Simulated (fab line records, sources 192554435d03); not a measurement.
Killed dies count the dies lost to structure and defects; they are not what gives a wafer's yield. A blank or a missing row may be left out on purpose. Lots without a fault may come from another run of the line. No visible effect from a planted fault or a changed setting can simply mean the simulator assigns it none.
Matching of chambers	flow n5-finfet	uv-cure-02 running N5_BEOL_M6_CURE_74: 3 sister chambers
The step cures SiCOH lowk, time 240 s. 14 wafers are shown with their chamber, then 6 later ones without.

EACH WAFER AND ITS CHAMBER
wafer	chamber	wafer_temp_C_max	lamp-power-pct (%)
L958.3	1	387.5	52.23
L958.4	1	388.3	52.34
L958.5	1	386.9	52.27
L959.2	2	386.4	52.31
L959.3	2	386.8	52.34
L959.5	2	386.5	52.28
L961.3	0	387.0	52.32
L961.4	0	386.7	52.30
L961.5	0	386.5	52.36
L963.1	2	387.0	52.32
L963.4	2	387.0	52.45
L963.6	2	387.1	52.29
L965.1	2	387.0	52.31
L965.2	2	386.6	52.33

SIGNATURES (averages over the wafers above)
reading	chamber 0	chamber 1	chamber 2	scatter within a chamber
wafer_temp_C_max	386.733	387.567	386.800	0.383
lamp-power-pct	52.3267	52.2800	52.3287	0.05
Rule: for a wafer and a chamber, the distance is found by dividing, reading by reading, the gap between the wafer's reading and the chamber's mean by the reading's scatter, squaring, summing and taking the root. If the next closest chamber is less than 2 further off than the closest, the wafer can't be placed; otherwise it belongs to the closest. The scatter: take each reading less its chamber's mean, square it, sum over the shown wafers, divide by the number of wafers less the number of chambers, and take the root.

WAFERS WITHOUT THEIR CHAMBER
wafer	wafer_temp_C_max	lamp-power-pct (%)
L965.4	387.7	52.25
L966.3	387.9	52.26
L966.5	387.5	52.39
L970.2	386.3	52.36
L970.4	386.9	52.20
L970.6	386.7	52.35

CHAMBER TAKEN BY EACH
wafer	from the rows above	in truth
L965.4	1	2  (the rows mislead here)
L966.3	1	1
L966.5	can't be placed: 2 or 1 or 0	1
L970.2	can't be placed: 0 or 2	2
L970.4	can't be placed: 1 or 0 or 2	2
L970.6	can't be placed: 0 or 2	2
1 of 6 placed correctly. Not placeable from these rows: 4 (in 4, the candidates include the true chamber). 1 placed wrongly.
